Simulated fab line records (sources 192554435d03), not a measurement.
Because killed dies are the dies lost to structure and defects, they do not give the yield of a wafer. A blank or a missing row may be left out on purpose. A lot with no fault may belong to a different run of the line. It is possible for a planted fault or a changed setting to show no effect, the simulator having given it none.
Chamber matching / flow n5 finfet / N5_HKMG_FIN_ETCH_35 on rie diel-03: 4 sister chambers
The step etches SOC in N2/H2, target depth 215.8 nm, time 243.4 s. 4 wafers are shown with their chamber, then 8 later ones without.

== EACH WAFER AND ITS CHAMBER ==
wafer=L083.5; chamber=3; drypump motor current A (A)=6.0
wafer=L084.1; chamber=2; drypump motor current A (A)=5.5
wafer=L084.2; chamber=0; drypump motor current A (A)=6.3
wafer=L090.1; chamber=1; drypump motor current A (A)=6.3

== WAFERS WITHOUT THEIR CHAMBER ==
wafer=L090.2; drypump motor current A (A)=5.5
wafer=L090.6; drypump motor current A (A)=5.9
wafer=L095.1; drypump motor current A (A)=5.9
wafer=L095.2; drypump motor current A (A)=6.3
wafer=L095.4; drypump motor current A (A)=6.3
wafer=L097.1; drypump motor current A (A)=5.9
wafer=L097.3; drypump motor current A (A)=5.5
wafer=L097.5; drypump motor current A (A)=5.5

== WHICH CHAMBER EACH WENT THROUGH ==
wafer=L090.2; from the rows above=2; in truth=2
wafer=L090.6; from the rows above=3; in truth=3
wafer=L095.1; from the rows above=3; in truth=3
wafer=L095.2; from the rows above=can't be placed: 0 or 1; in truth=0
wafer=L095.4; from the rows above=can't be placed: 0 or 1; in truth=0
wafer=L097.1; from the rows above=3; in truth=3
wafer=L097.3; from the rows above=2; in truth=2
wafer=L097.5; from the rows above=2; in truth=2
6 of 8 placed correctly. These rows do not allow placing 2 (true chamber among the candidates in 2). Placed wrongly: 0.
How it was worked out, from the rows above alone: a wafer's distance from a chamber is the root of the sum, over the readings, of the square of ((its reading less the chamber's mean) divided by the reading's scatter). The wafer belongs to the nearest chamber; if the next one is less than 2 further off, it can't be placed. For every chamber, the mean is computed from those of its wafers that are shown. The scatter: with one shown wafer a chamber, the root of the mean of the squares of how far each hidden wafer lies from its nearest shown one.
